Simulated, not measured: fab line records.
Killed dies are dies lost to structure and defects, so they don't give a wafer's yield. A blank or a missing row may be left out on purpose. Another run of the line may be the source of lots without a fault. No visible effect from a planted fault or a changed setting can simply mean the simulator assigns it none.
Which of the tools did it? :: flow n5-finfet :: Sampling: 24 lots, 72 wafers, 3 of 1938 route steps

## WHAT EACH GAUGE READ, for each wafer
N5_BEOL_M9_INSPECT_58: inspects for defects (darkfield). Usual: 71 for raw-defect-count, sd 25.
lot: L074
measured: day 10 22:44
on: defect-inspect-02
raw-defect-count: 89 64 96
flag: 

lot: L075
measured: day 10 23:51
on: defect-inspect-01
raw-defect-count: 34 46 54
flag: 

lot: L078
measured: day 13 00:27
on: defect-inspect-01
raw-defect-count: 41 38 65
flag: 

lot: L077
measured: day 13 03:33
on: defect-inspect-02
raw-defect-count: 57 50 74
flag: 

lot: L080
measured: day 13 23:19
on: defect-inspect-01
raw-defect-count: 80 77 44
flag: 

lot: L079
measured: day 13 23:46
on: defect-inspect-01
raw-defect-count: 102 60 77
flag: 

lot: L081
measured: day 14 09:59
on: defect-inspect-01
raw-defect-count: 59 58 90
flag: 

lot: L082
measured: day 14 15:13
on: defect-inspect-01
raw-defect-count: 104 159 88
flag: 

lot: L083
measured: day 15 01:11
on: defect-inspect-01
raw-defect-count: 57 59 74
flag: 

lot: L085
measured: day 15 11:36
on: defect-inspect-01
raw-defect-count: 38 57 53
flag: 

lot: L084
measured: day 15 12:28
on: defect-inspect-02
raw-defect-count: 80 49 87
flag: 

lot: L087
measured: day 15 12:44
on: defect-inspect-02
raw-defect-count: 72 44 60
flag: 

lot: L086
measured: day 15 13:16
on: defect-inspect-02
raw-defect-count: 85 55 103
flag: 

lot: L076
measured: day 15 23:41
on: defect-inspect-02
raw-defect-count: 89 97 158
flag: 

lot: L089
measured: day 16 00:01
on: defect-inspect-02
raw-defect-count: 35 82 34
flag: 

lot: L090
measured: day 16 07:17
on: defect-inspect-02
raw-defect-count: 75 110 120
flag: 

lot: L091
measured: day 16 22:29
on: defect-inspect-02
raw-defect-count: 97 74 68
flag: 

lot: L088
measured: day 17 01:55
on: defect-inspect-02
raw-defect-count: 41 49 49
flag: 

lot: L092
measured: day 17 02:25
on: defect-inspect-02
raw-defect-count: 99 101 69
flag: 

lot: L094
measured: day 17 06:44
on: defect-inspect-02
raw-defect-count: 54 35 40
flag: 

lot: L093
measured: day 17 06:53
on: defect-inspect-02
raw-defect-count: 144 98 84
flag: 

lot: L095
measured: day 17 09:48
on: defect-inspect-02
raw-defect-count: 54 54 68
flag: 

lot: L096
measured: day 17 12:00
on: defect-inspect-02
raw-defect-count: 34 70 58
flag: 

lot: L097
measured: day 17 18:22
on: defect-inspect-02
raw-defect-count: 124 71 73
flag: 

N5_BEOL_M10_CD_MEAS_28 targets a cd of 70 nm. Usual: 70.2 nm for cd-nm, sd 1.1.
lot: L074
measured: day 11 05:54
on: cd-sem-03
cd-nm (nm): 71.0 71.9 71.4
flag: 

lot: L075
measured: day 11 06:04
on: cd-sem-02
cd-nm (nm): 71.0 70.1 71.8
flag: 

lot: L078
measured: day 13 06:53
on: cd-sem-02
cd-nm (nm): 71.4 70.0 71.0
flag: 

lot: L077
measured: day 13 09:00
on: cd-sem-02
cd-nm (nm): 68.7 68.6 69.5
flag: 

lot: L080
measured: day 14 04:35
on: cd-sem-02
cd-nm (nm): 70.4 71.8 71.3
flag: 

lot: L079
measured: day 14 07:09
on: cd-sem-03
cd-nm (nm): 72.4 70.2 69.6
flag: 

lot: L081
measured: day 14 12:55
on: cd-sem-02
cd-nm (nm): 70.6 70.3 68.8
flag: 

lot: L082
measured: day 14 20:18
on: cd-sem-02
cd-nm (nm): 70.4 71.5 70.9
flag: 

lot: L083
measured: day 15 06:14
on: cd-sem-02
cd-nm (nm): 69.2 68.7 70.5
flag: 

lot: L085
measured: day 15 19:27
on: cd-sem-01
cd-nm (nm): 70.4 70.4 70.4
flag: 

lot: L084
measured: day 15 19:47
on: cd-sem-01
cd-nm (nm): 69.4 69.4 69.7
flag: 

lot: L087
measured: day 15 19:57
on: cd-sem-01
cd-nm (nm): 70.1 72.1 71.8
flag: 

lot: L086
measured: day 15 20:55
on: cd-sem-01
cd-nm (nm): 68.9 68.5 68.4
flag: 

lot: L076
measured: day 16 04:04
on: cd-sem-01
cd-nm (nm): 70.4 69.5 69.4
flag: 

lot: L089
measured: day 16 03:53
on: cd-sem-01
cd-nm (nm): 69.0 68.8 69.8
flag: 

lot: L090
measured: day 16 13:58
on: cd-sem-02
cd-nm (nm): 71.2 70.7 71.6
flag: 

lot: L091
measured: day 17 03:25
on: cd-sem-01
cd-nm (nm): 70.1 69.8 70.7
flag: 

lot: L088
measured: day 17 06:09
on: cd-sem-02
cd-nm (nm): 69.9 69.5 67.9
flag: 

lot: L092
measured: day 17 06:19
on: cd-sem-02
cd-nm (nm): 72.7 72.1 70.4
flag: 

lot: L094
measured: day 17 15:36
on: cd-sem-03
cd-nm (nm): 69.9 69.5 69.2
flag: 

lot: L093
measured: day 17 15:46
on: cd-sem-01
cd-nm (nm): 70.7 71.4 70.8
flag: 

lot: L095
measured: day 17 15:26
on: cd-sem-03
cd-nm (nm): 68.2 68.9 69.6
flag: 

lot: L096
measured: day 17 19:26
on: cd-sem-02
cd-nm (nm): 70.0 70.3 70.2
flag: 

lot: L097
measured: day 17 22:29
on: cd-sem-01
cd-nm (nm): 71.1 71.6 71.6
flag: 

N5_BEOL_M10_INSPECT_30: inspects for defects (brightfield). Usual: 427 for raw-defect-count, sd 93.
lot: L074
measured: day 11 05:58
on: defect-inspect-01
raw-defect-count: 445 277 381
flag: 

lot: L075
measured: day 11 06:08
on: defect-inspect-01
raw-defect-count: 454 446 511
flag: 

lot: L078
measured: day 13 06:56
on: defect-inspect-01
raw-defect-count: 382 319 398
flag: 

lot: L077
measured: day 13 09:03
on: defect-inspect-02
raw-defect-count: 777 561 743
flag: 

lot: L080
measured: day 14 04:38
on: defect-inspect-02
raw-defect-count: 481 426 399
flag: 

lot: L079
measured: day 14 07:13
on: defect-inspect-01
raw-defect-count: 695 343 349
flag: 

lot: L081
measured: day 14 12:58
on: defect-inspect-02
raw-defect-count: 344 259 339
flag: 

lot: L082
measured: day 14 20:21
on: defect-inspect-02
raw-defect-count: 456 553 412
flag: 

lot: L083
measured: day 15 06:17
on: defect-inspect-01
raw-defect-count: 279 304 308
flag: 

lot: L085
measured: day 15 19:31
on: defect-inspect-02
raw-defect-count: 308 370 321
flag: 

lot: L084
measured: day 15 19:50
on: defect-inspect-02
raw-defect-count: 471 400 353
flag: 

lot: L087
measured: day 15 20:00
on: defect-inspect-01
raw-defect-count: 384 269 436
flag: 

lot: L086
measured: day 15 20:58
on: defect-inspect-01
raw-defect-count: 497 512 494
flag: 

lot: L076
measured: day 16 04:15
on: defect-inspect-02
raw-defect-count: 425 555 667
flag: 

lot: L089
measured: day 16 04:14
on: defect-inspect-02
raw-defect-count: 273 401 347
flag: 

lot: L090
measured: day 16 14:01
on: defect-inspect-02
raw-defect-count: 455 427 466
flag: 

lot: L091
measured: day 17 03:28
on: defect-inspect-02
raw-defect-count: 489 573 420
flag: 

lot: L088
measured: day 17 06:12
on: defect-inspect-02
raw-defect-count: 559 487 351
flag: 

lot: L092
measured: day 17 06:23
on: defect-inspect-02
raw-defect-count: 359 460 387
flag: 

lot: L094
measured: day 17 15:56
on: defect-inspect-02
raw-defect-count: 377 352 379
flag: 

lot: L093
measured: day 17 15:57
on: defect-inspect-02
raw-defect-count: 489 467 340
flag: 

lot: L095
measured: day 17 15:29
on: defect-inspect-02
raw-defect-count: 375 399 344
flag: 

lot: L096
measured: day 17 19:29
on: defect-inspect-02
raw-defect-count: 317 377 385
flag: 

lot: L097
measured: day 17 22:32
on: defect-inspect-02
raw-defect-count: 538 288 339
flag: 

## WHICH TOOL RAN EACH LOT (tool, then ch and the chambers of the sampled wafers, then the start)
There is no process step in the record ahead of these readings.

## AS READ BY THE TOOLS THEMSELVES (means over the sampled wafers that have a number; for cases with no such wafer, the mark the record gives instead)
The record holds no such reading with a usual standard deviation.

## THE ANSWER, worked out from the rows above alone
Rule: lot off if the mean of its wafers having a number is beyond 3 standard deviations from the usual mean. Also off: a lot with no number at a reading for which 4 or more lots have one. Where the step has rows for the other lots, those lots are counted as sound. Order of review: gauges by route order, followed by the tools' own readings, for which a lot's mean as printed above is used. The first step at which some lot is off is used, and at that step the reading that is off furthest; a lot without a number counts as furthest.
None of the lots is off at any reading shown; this tells nothing.

## WHAT THE SIMULATOR HAD INSERTED
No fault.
